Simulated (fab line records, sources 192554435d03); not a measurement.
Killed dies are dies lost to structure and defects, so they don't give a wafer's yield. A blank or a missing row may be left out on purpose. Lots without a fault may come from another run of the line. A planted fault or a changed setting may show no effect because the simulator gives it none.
fab line records | flow n5_finfet
record lots=8 wafers=24 last_day=18
route steps=1938 shown HKMG_FIN@403 BEOL_M4@1111 PASSIVATION@1936
lots that met no fault: from a run of the same line without faults
start_h: hours from the record's first day to the start of the lot's first wafer shown | wait_h: hours since the lot's step before | " the same as in the row above | L1.1+2: a row that stands for several wafers | - no value, or no start given | * or withheld: withheld | < > ~ a bound
route shown NAME@n: a module of which the file shows steps, and the number in the route of the first | usual: mean/standard deviation of fault-free wafers | same: alike in all rows | chamber/n: place in a boat | sites: the reading at each site | _std_site: their standard deviation | _edge_site: outer sites' mean less inner sites' | radius_mm: how far each site lies from the wafer's centre | mask NAME#n: copy n | behind: the tool/chamber that last shaped the wafer | hold: why the lot was held/for how many hours/how that ended | device: the transistor (n, p or np) that didn't switch | end of line: the same wafers' tests at the end of the route | a step without rows: its recipe alone | killed: dies lost to structure and defects at the first sort, not the wafer's yield | map: a wafer's dies, x killed, . not, _ none there
set.NAME: the setting as run; set.NAME@STEP: as run at that earlier step | model.NAME: the simulator's own value behind a step, which no gauge read
steps of the route over a sample of lots; a table a step, a row a wafer
services: from which hour (start_h, from the record's first day; less than 0 if before it) a tool's chamber was out of use, for how many hours, and why
## steps
# step N5_HKMG_FIN_ETCH_55
# recipe chemistry=N2/H2 target=SOC target_depth_a=2400 temp_c=40 time_s=300 ion_energy_ev=200 mask_material=SiARC pressure_mtorr=30 source_w=840 bias_w=150 n2_flow_sccm=200 h2_flow_sccm=200
# usual drypump_motor_current_A=5.7/0.41 oes_product_au=0.79/0.1 rf_vpp_V=522.9/2.1 showerhead_plenum_p_Torr=2.51/0.067 throttle_valve_pct=17.91/0.24
# columns lot.wafer tool chamber start_h wait_h drypump_motor_current_A oes_product_au rf_hours_counter_h rf_vpp_V showerhead_plenum_p_Torr throttle_valve_pct
L269.1 rie_diel-05 2 80.20 0.0 6.2 0.70 222 526.4 2.61 18.13
L269.4 " 1 " " 5.1 0.68 239 522.6 2.52 18.09
L269.5 " 0 " " 5.6 0.91 - 522.8 2.49 17.61
L274.3 rie_diel-02 3 111.99 0.0 6.1 0.73 174 520.0 2.43 18.31
L274.5 " 2 " " 6.2 0.77 - 526.9 2.65 18.20
L274.6 " 1 " " 5.0 0.74 - 519.7 2.44 17.80
L280.1 rie_diel-06 3 144.77 0.0 6.2 0.76 157 520.5 2.44 17.88
L280.2 " 0 " " 5.8 0.97 6 522.7 2.50 17.67
L280.3 " 1 " " 6.0 0.74 155 523.5 2.55 18.19
L281.1 rie_diel-05 0 149.37 0.0 5.6 0.87 53 522.5 2.48 17.67
L281.3 " 3 " " 5.7 0.73 208 525.2 2.51 17.88
L281.5 " 1 " " 5.1 0.97 - 522.7 2.51 17.68
L288.2 rie_diel-05 2 197.37 0.0 6.3 0.94 10 525.0 2.60 17.78
L288.3 " 0 " " 5.7 0.85 67 521.5 2.48 17.68
L288.5 " 2 " " 6.3 0.93 - 525.0 2.60 17.76
L289.3 rie_diel-05 3 198.75 0.0 5.7 0.72 225 523.8 2.50 17.90
L289.4 " 1 " " 5.1 0.93 28 522.1 2.50 17.71
L289.5 " 1 " " 5.1 0.93 - 522.7 2.50 17.69
L290.3 rie_diel-05 1 215.18 0.0 5.1 0.91 34 522.9 2.50 17.72
L290.4 " 0 " " 5.7 0.84 73 521.7 2.47 17.71
L290.5 " 0 " " 5.6 0.84 - 522.1 2.47 17.71
L291.1 rie_diel-02 2 217.60 0.0 6.2 0.74 197 526.4 2.63 18.29
L291.2 " 0 " " 5.9 0.68 228 520.0 2.40 18.09
L291.3 " 3 " " 6.1 0.71 210 520.6 2.42 18.38
# step N5_HKMG_FIN_STRIP_57
# recipe chemistry=CF4 resist=SiARC power_w=300 bias_power_w=75 pressure_mtorr=50 cf4_flow_sccm=150 rf_frequency_hz=6e+07
# usual drypump_motor_current_A=5.7/0.41 oes_product_au=0.78/0.096 rf_vpp_V=270.5/1.3 showerhead_plenum_p_Torr=1.77/0.044 throttle_valve_pct=13.65/0.28
# columns lot.wafer tool chamber start_h wait_h drypump_motor_current_A oes_product_au rf_hours_counter_h rf_vpp_V showerhead_plenum_p_Torr throttle_valve_pct
L269.1 rie_diel-05 2 80.39 0.0 6.2 0.69 222 272.1 1.84 13.95
L269.4 " 1 " " 5.1 0.68 239 269.8 1.76 13.75
L269.5 " 0 " " 5.6 0.89 - 272.0 1.76 13.31
L274.3 rie_diel-02 3 112.18 0.0 6.1 0.72 174 270.1 1.73 14.11
L274.5 " 2 " " 6.1 0.76 - 271.9 1.86 13.97
L274.6 " 1 " " 5.0 0.73 - 270.1 1.73 13.60
L280.1 rie_diel-06 3 144.96 0.0 6.2 0.75 157 270.4 1.73 13.66
L280.2 " 0 " " 5.8 0.96 6 271.5 1.77 13.38
L280.3 " 1 " " 6.0 0.75 155 271.3 1.79 13.76
L281.1 rie_diel-05 0 149.56 0.0 5.6 0.84 53 269.2 1.75 13.39
L281.3 " 3 " " 5.8 0.71 208 269.9 1.78 13.72
L281.5 " 1 " " 5.1 0.95 - 268.9 1.75 13.20
L288.2 rie_diel-05 2 197.56 0.0 6.3 0.91 10 272.6 1.83 13.45
L288.3 " 0 " " 5.7 0.83 67 269.2 1.75 13.42
L288.5 " 2 " " 6.2 0.91 - 271.1 1.83 13.47
L289.3 rie_diel-05 3 198.94 0.0 5.7 0.70 225 270.2 1.78 13.77
L289.4 " 1 " " 5.1 0.91 28 271.4 1.75 13.25
L289.5 " 1 " " 5.1 0.91 - 270.0 1.75 13.25
L290.3 rie_diel-05 1 215.37 0.0 5.1 0.90 34 271.1 1.75 13.27
L290.4 " 0 " " 5.6 0.82 73 271.1 1.75 13.41
L290.5 " 0 " " 5.6 0.82 - 270.1 1.75 13.43
L291.1 rie_diel-02 2 217.79 0.0 6.2 0.73 197 273.0 1.85 14.03
L291.2 " 0 " " 5.9 0.70 228 268.9 1.70 13.81
L291.3 " 3 " " 6.1 0.70 210 268.7 1.72 14.17
# step N5_HKMG_FIN_ETCH_58
# recipe chemistry=N2/H2 target=SOC target_depth_a=2158 ion_energy_ev=50 bias_w=13 time_s=741 pressure_mtorr=30 source_w=875 n2_flow_sccm=200 h2_flow_sccm=200
# usual drypump_motor_current_A=5.7/0.41 oes_product_au=0.79/0.1 rf_vpp_V=99.0/0.91 showerhead_plenum_p_Torr=2.51/0.067 throttle_valve_pct=17.87/0.24
# columns lot.wafer tool chamber start_h wait_h drypump_motor_current_A oes_product_au rf_hours_counter_h rf_vpp_V showerhead_plenum_p_Torr throttle_valve_pct
L269.1 rie_diel-05 2 80.41 0.0 6.2 0.70 222 100.1 2.61 18.07
L269.4 " 1 " " 5.1 0.68 239 98.2 2.52 18.03
L269.5 " 0 " " 5.7 0.91 - 99.5 2.49 17.56
L274.3 rie_diel-02 3 112.20 0.0 6.1 0.73 174 99.4 2.43 18.27
L274.5 " 2 " " 6.2 0.77 - 100.4 2.65 18.17
L274.6 " 1 " " 5.0 0.74 - 100.2 2.44 17.76
L280.1 rie_diel-06 3 144.98 0.0 6.2 0.76 157 98.2 2.44 17.85
L280.2 " 0 " " 5.8 0.98 6 99.6 2.50 17.61
L280.3 " 1 " " 6.0 0.75 155 99.7 2.55 18.14
L281.1 rie_diel-05 0 149.58 0.0 5.6 0.86 53 97.8 2.48 17.62
L281.3 " 3 " " 5.7 0.72 208 98.6 2.51 17.83
L281.5 " 1 " " 5.1 0.97 - 100.1 2.51 17.62
L288.2 rie_diel-05 2 197.58 0.0 6.2 0.94 10 99.6 2.60 17.72
L288.3 " 0 " " 5.7 0.85 67 99.5 2.48 17.63
L288.5 " 2 " " 6.2 0.94 - 99.5 2.60 17.73
L289.3 rie_diel-05 3 198.96 0.0 5.8 0.71 225 98.1 2.50 17.86
L289.4 " 1 " " 5.1 0.91 28 97.4 2.50 17.69
L289.5 " 1 " " 5.1 0.91 - 99.4 2.50 17.66
L290.3 rie_diel-05 1 215.39 0.0 5.1 0.91 34 98.8 2.50 17.67
L290.4 " 0 " " 5.6 0.84 73 98.4 2.47 17.66
L290.5 " 0 " " 5.7 0.83 - 98.3 2.47 17.65
L291.1 rie_diel-02 2 217.81 0.0 6.2 0.75 197 100.4 2.63 18.23
L291.2 " 0 " " 5.9 0.69 228 98.0 2.40 18.02
L291.3 " 3 " " 6.1 0.70 210 98.4 2.42 18.33
# step N5_HKMG_FIN_PWFM_ALD_03
# recipe material=TiN target_thk_a=20 temp_c=400 ald_precursor_family=TiCl4 ald_co_reactant=NH3 pulse_time_s=1 purge_time_s=3 co_reactant_purge_time_s=2 co_reactant_pulse_time_s=2 ald_cycles=91 pressure_torr=3
# usual ald_cycles=91/0 heater_power_w=905/100 precursor_pulse_height_rel=0.999/0.021
# columns lot.wafer tool chamber start_h wait_h ald_cycles heater_power_w precursor_pulse_height_rel
L269.1 ald_metal-04 2 82.75 0.0 91 864 0.964
L269.4 " 0 " " 91 961 1.016
L269.5 " 1 " " 91 1038 1.002
L274.3 ald_metal-01 2 114.34 0.0 46 759 0.957
L274.5 " 2 " " 46 751 1.010
L274.6 " 3 " " 91 855 0.955
L280.1 ald_metal-04 0 147.62 0.0 91 964 0.993
L280.2 " 1 " " 91 1033 1.000
L280.3 " 3 " " 91 809 0.986
L281.1 ald_metal-04 3 151.80 0.0 91 819 0.975
L281.3 " 1 " " 91 1005 1.034
L281.5 " 0 " " 91 916 1.009
L288.2 ald_metal-04 2 199.89 0.2 91 874 1.006
L288.3 " 3 " " 91 820 0.987
L288.5 " 1 " " 91 986 0.974
L289.3 ald_metal-01 3 201.31 0.0 91 869 1.017
L289.4 " 2 " " 91 733 0.987
L289.5 " 0 " " 91 845 1.006
L290.3 ald_metal-04 1 217.55 0.0 91 1037 0.978
L290.4 " 2 " " 91 866 0.978
L290.5 " 0 " " 91 923 1.033
L291.1 ald_metal-01 1 219.97 0.0 91 1066 0.990
L291.2 " 2 " " 91 754 0.996
L291.3 " 3 " " 91 883 1.018
# step N5_BEOL_M4_RC_MEAS_101
# usual DIBL_N=36.4/1.3 DIBL_P=36.5/1.7 IOFF_N=0.154/0.022 IOFF_P=0.202/0.025 IOFF_P_85C=3.5/0.35 IOFF_P_LIN=0.095/0.0097 IOFF_P_LONG=0.000101/8.8e-06 ION_N=671/9.8 ION_P=460/6.8 SS_N=71.6/0.54 SS_P=73.4/0.58 VT_N=250.9/2.8 VT_P=-251.4/2.7 VT_P_LONG=-277/3.1 VT_P_LVT=-100.2/2.7
# columns lot.wafer tool chamber start_h wait_h DIBL_N[mV/V] DIBL_P[mV/V] IOFF_N[nA/um] IOFF_P[nA/um] IOFF_P_85C[nA/um] IOFF_P_LIN[nA/um] IOFF_P_LONG[nA/um] ION_N[uA/um] ION_P[uA/um] SS_N[mV/dec] SS_P[mV/dec] VT_N[mV] VT_P[mV] VT_P_LONG[mV] VT_P_LVT[mV]
L269.1 prober-02 0 172.44 0.0 37.2 35.9 0.159 0.181 3.2 0.087 9.3e-05 682 449 73.0 73.1 252.0 -252.2 -278 -101.4
L269.4 " 0 " " 34.8 33.7 0.124 0.161 2.9 0.081 9.9e-05 668 458 71.3 73.1 255.4 -252.7 -278 -101.8
L269.5 " 0 " " 37.4 36.4 0.168 0.194 3.4 0.091 9.4e-05 674 452 72.1 72.9 250.2 -252.2 -278 -101.4
L274.3 prober-02 0 205.12 0.3 37.8 37.6 0.182 0.048 1.0 0.022 5.2e-05 680 402 71.4 73.9 247.4 -291.3 -317 -139.2
L274.5 " 0 " " 36.2 35.6 0.152 0.041 0.9 0.019 5.4e-05 684 398 70.8 73.4 249.2 -292.9 -319 -141.4
L274.6 " 0 " " 36.0 35.5 0.147 0.197 3.4 0.094 0.000107 681 466 71.3 73.8 248.4 -248.3 -276 -97.2
L280.1 prober-01 0 230.23 0.0 35.9 38.8 0.157 0.192 3.4 0.093 9.2e-05 673 458 71.7 73.6 249.1 -254.4 -280 -103.0
L280.2 " 0 " " 35.8 39.1 0.153 0.191 3.4 0.091 9.2e-05 665 458 71.6 73.8 251.6 -251.8 -280 -104.7
L280.3 " 0 " " 35.6 38.8 0.147 0.182 3.3 0.088 9.2e-05 672 452 71.8 73.1 252.3 -254.5 -284 -103.9
L281.1 prober-02 0 230.72 0.0 36.2 36.7 0.164 0.205 3.6 0.095 9.9e-05 681 464 71.7 72.6 250.9 -250.8 -277 -98.8
L281.3 " 0 " " 35.1 35.4 0.143 0.187 3.3 0.090 9.5e-05 671 459 71.8 72.5 252.5 -251.6 -278 -100.1
L281.5 " 0 " " 34.2 33.9 0.132 0.176 3.1 0.086 0.000102 671 458 71.3 72.5 251.3 -253.4 -278 -101.6
L289.3 prober-02 0 287.61 0.3 38.7 40.7 0.203 0.250 4.1 0.114 9.5e-05 671 462 73.0 74.1 248.8 -248.9 -280 -98.4
L289.4 " 0 " " 37.7 40.3 0.184 0.238 3.9 0.109 0.0001 675 457 72.1 74.4 249.9 -249.7 -278 -98.6
L289.5 " 0 " " 38.3 41.4 0.213 0.267 4.4 0.118 9.7e-05 679 461 72.4 73.9 248.1 -247.8 -279 -97.4
L288.2 prober-01 0 295.86 0.2 37.1 35.6 0.163 0.198 3.5 0.094 0.000106 661 449 71.9 73.7 250.8 -252.9 -275 -97.1
L288.3 " 0 " " 37.6 37.3 0.188 0.241 4.1 0.108 0.000105 676 463 71.9 74.4 244.2 -245.9 -277 -95.1
L288.5 " 0 " " 37.2 37.7 0.193 0.248 4.2 0.111 0.000112 687 469 71.4 73.6 246.1 -245.7 -277 -94.8
L291.1 prober-01 0 305.59 0.0 36.1 37.4 0.157 0.192 3.4 0.092 9.7e-05 677 453 71.5 73.3 247.4 -252.0 -277 -101.2
L291.2 " 0 " " 37.4 38.9 0.189 0.220 3.8 0.101 9.8e-05 685 465 71.6 74.2 245.6 -250.3 -280 -99.9
L291.3 " 0 " " 37.3 38.9 0.187 0.211 3.6 0.098 9.4e-05 669 455 71.8 73.7 248.7 -251.6 -278 -100.3
L290.3 prober-01 0 310.98 0.3 34.7 34.7 0.130 0.191 3.4 0.095 0.000115 662 459 71.6 72.5 253.3 -251.2 -272 -98.8
L290.4 " 0 " " 35.0 35.3 0.134 0.199 3.4 0.097 0.000116 679 466 70.6 72.7 251.0 -248.1 -273 -99.2
L290.5 " 0 " " 35.2 36.0 0.145 0.215 3.7 0.104 0.000113 672 464 71.2 72.4 250.8 -249.1 -272 -97.4
# step N5_PASSIVATION_PROBE_49
# usual defect_limited_yield=91.1/1.3 killed_at_M0_to_M3=34/10 killed_at_M4_up=14/5.7 killed_at_contacts=12/5.9 killed_at_front_end=41/12 killed_at_other=4/3.1 killed_dies=105/15 killed_open=69/11 killed_short=35/7.8 sort_bin_5_function=5.3/0.81 sort_bin_6_memory=3.3/0.75 sort_bin_8_speed=0.00/0.007 sort_n_pass=1075/15 sort_yield_pct=91.1/1.3
# same gross_dies=1180 killed_at_back_side=0 sort_bin_4_leakage[%]=0
# columns lot.wafer tool chamber start_h wait_h defect_limited_yield[%] killed_at_M0_to_M3 killed_at_M4_up killed_at_contacts killed_at_front_end killed_at_other killed_dies killed_open killed_short sort_bin_5_function[%] sort_bin_6_memory[%] sort_bin_8_speed[%] sort_n_pass sort_yield_pct[%]
L274.3 prober-01 - 316.74 0.1 91.2 36 23 11 30 4 104 75 29 5.3 3.4 91.19 0 0
L274.5 prober-01 - 316.84 0.2 92.0 22 12 22 30 8 94 58 34 4.7 2.9 92.03 0 0
L274.6 prober-01 - 316.89 0.3 90.9 37 22 15 32 1 107 73 34 4.5 4.3 0 1073 90.9
L280.2 prober-02 - 343.71 0.1 89.7 37 19 9 52 4 121 81 40 6.3 3.7 0 1059 89.7
L280.3 prober-02 - 343.76 0.1 89.4 27 10 15 63 10 125 82 41 5.7 4.5 0 1055 89.4
# killed by level:class
L274.3 BEOL_M0_SAQP:geometric_particle:open=13 STI_FIN_REVEAL:geometric_particle:open=9 BEOL_M4:geometric_particle:open=9 BEOL_M5:geometric_particle:open=9 GATE_CUT:geometric_particle:short=7 MOL_CONTACT_COAG:geometric_particle:open=7 BEOL_M0_SAQP:geometric_particle:short=6 BEOL_M3:geometric_particle:open=6
L274.5 MOL_CONTACT_COAG:geometric_particle:open=17 GATE_CUT:geometric_particle:short=11 STI_FIN_REVEAL:geometric_particle:open=9 MOL_CONTACT_COAG:geometric_particle:short=5 BEOL_M0_SAQP:geometric_particle:open=5 BEOL_M1:geometric_particle:open=5 BEOL_M0_SAQP:geometric_particle:short=4 PAD_METAL:geometric_particle:short=4
L274.6 MOL_CONTACT_COAG:geometric_particle:open=11 STI_FIN_REVEAL:geometric_particle:open=10 BEOL_M4:geometric_particle:open=9 BEOL_M0_SAQP:geometric_particle:open=6 BEOL_M0_SAQP:geometric_particle:short=6 BEOL_M1:geometric_particle:open=6 BEOL_M2:geometric_particle:open=6 BEOL_M3:geometric_particle:open=5
L280.2 FIN_SAQP:geometric_particle:short=12 STI_FIN_REVEAL:geometric_particle:open=12 FIN_SAQP:geometric_particle:open=11 BEOL_M4:geometric_particle:open=11 BEOL_M0_SAQP:geometric_particle:open=10 BEOL_M2:geometric_particle:open=8 BEOL_M0_SAQP:geometric_particle:short=8 MOL_CONTACT_COAG:geometric_particle:open=7
L280.3 STI_FIN_REVEAL:geometric_particle:open=16 MOL_CONTACT_COAG:geometric_particle:open=12 FIN_SAQP:geometric_particle:open=10 GATE_CUT:geometric_particle:short=8 BEOL_M4:geometric_particle:open=8 BEOL_M0_SAQP:geometric_particle:short=7 STARTING-WAFER:geometric_particle:open=7 BEOL_M2:geometric_particle:open=6
## services
# columns tool chamber start_h hours kind
rie_diel-05 0 67.15 3.7 repair
ald_metal-01 - 69.60 14.6 pm
ald_metal-01 3 85.92 15.1 repair
rie_diel-02 2 90.82 4.3 repair
rie_diel-06 0 102.20 - clean
rie_diel-06 0 102.20 - consumable_replace:focus_ring
rie_diel-06 0 102.20 26.8 scheduled_down
rie_diel-06 0 102.20 26.8 vent_cycle
rie_diel-05 1 112.02 - clean
rie_diel-05 1 112.02 - consumable_replace:focus_ring
rie_diel-05 1 112.02 15.9 scheduled_down
rie_diel-05 1 112.02 15.9 vent_cycle
rie_diel-05 3 117.14 1.4 repair
rie_diel-06 2 129.03 - clean
rie_diel-06 2 129.03 - consumable_replace:focus_ring
rie_diel-06 2 129.03 18.5 scheduled_down
rie_diel-05 2 154.21 - clean
rie_diel-05 2 154.21 - consumable_replace:focus_ring
rie_diel-05 2 154.21 16.2 scheduled_down
rie_diel-05 2 154.21 16.2 vent_cycle
rie_diel-05 0 158.30 8.1 repair
rie_diel-02 2 180.54 3.9 repair
rie_diel-05 3 185.11 4.9 repair
rie_diel-06 2 209.85 1.5 repair
## key
first_sign step=N5_HKMG_FIN_PWFM_ALD_03 reading=ald_cycles direction=down sigmas=99+ usual=* struck=*
effect step=N5_BEOL_M4_RC_MEAS_101 reading=VT_P direction=down sigmas=15 usual=-251.4 struck=-292.1
effect step=N5_BEOL_M4_RC_MEAS_101 reading=VT_P_LVT direction=down sigmas=15 usual=-100.2 struck=-140.3
effect step=N5_BEOL_M4_RC_MEAS_101 reading=VT_P_LONG direction=down sigmas=13 usual=-277 struck=-318
effect step=N5_BEOL_M4_RC_MEAS_101 reading=ION_P direction=down sigmas=8.7 usual=460 struck=400
effect step=N5_BEOL_M4_RC_MEAS_101 reading=IOFF_P_LIN direction=down sigmas=7.8 usual=0.095 struck=0.021
effect step=N5_BEOL_M4_RC_MEAS_101 reading=IOFF_P_85C direction=down sigmas=7.4 usual=3.5 struck=1.0
effect step=N5_BEOL_M4_RC_MEAS_101 reading=IOFF_P direction=down sigmas=6.3 usual=0.202 struck=0.044
effect step=N5_BEOL_M4_RC_MEAS_101 reading=IOFF_P_LONG direction=down sigmas=5.5 usual=0.000101 struck=5.3e-05
effect step=N5_PASSIVATION_PROBE_49 reading=sort_bin_8_speed direction=up sigmas=99+ usual=0.00 struck=91.61
met_at N5_HKMG_FIN_PWFM_ALD_03
struck_lots L274
struck_wafers L274.3,L274.5
not_acting_at N5_HKMG_FIN_ETCH_55,N5_HKMG_FIN_STRIP_57,N5_HKMG_FIN_ETCH_58
fault kind=process_parameter_drift tool=ald_metal-01 chamber=2 onset_h=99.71 steps=N5_HKMG_FIN_PWFM_ALD_03 channel=ald_cycles offset=* shape=step end_h=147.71 acts_in=* stated=*
